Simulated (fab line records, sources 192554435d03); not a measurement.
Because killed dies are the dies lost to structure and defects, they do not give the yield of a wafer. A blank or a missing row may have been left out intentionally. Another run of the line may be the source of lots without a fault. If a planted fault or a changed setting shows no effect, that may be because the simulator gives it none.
Matching of chambers | flow n5-finfet | N5_BEOL_M8_ETCH_65 on rie-diel-02: 4 sister chambers
The step etches SiARC in CF4, target depth 15.6 nm, time 26 s. 4 wafers are shown with their chamber, then 7 later ones without.

WAFERS WITH THEIR CHAMBER
wafer  | chamber | showerhead-plenum-p-Torr (Torr)
L088.4 | 2       | 2.17
L088.6 | 3       | 2.09
L092.1 | 1       | 2.02
L092.2 | 0       | 2.20

WAFERS MISSING THEIR CHAMBER
wafer  | showerhead-plenum-p-Torr (Torr)
L092.3 | 2.08
L093.2 | 2.17
L093.4 | 2.20
L093.5 | 2.17
L096.2 | 2.16
L096.4 | 2.27
L096.5 | 2.16

CHAMBER TAKEN BY EACH
wafer  | from the rows above     | in truth
L092.3 | can't be placed: 3 or 1 | 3
L093.2 | can't be placed: 2 or 0 | 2
L093.4 | can't be placed: 0 or 2 | 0
L093.5 | can't be placed: 2 or 0 | 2
L096.2 | can't be placed: 2 or 0 | 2
L096.4 | can't be placed: 0 or 2 | 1
L096.5 | can't be placed: 2 or 0 | 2
0 of 7 placed correctly. Unplaceable from these rows: 7, with the true chamber sitting among the candidates in 6. 0 placed wrongly.
How it was worked out, from the rows above alone: a wafer's distance from a chamber is the root of the sum, over the readings, of the square of ((its reading less the chamber's mean) divided by the reading's scatter). If the next closest chamber is less than 2 further off than the closest, the wafer can't be placed; otherwise it belongs to the closest. For every chamber, the mean is computed from those of its wafers that are shown. The scatter: root of mean squared gap, hidden wafer to nearest shown wafer, with one shown wafer a chamber.
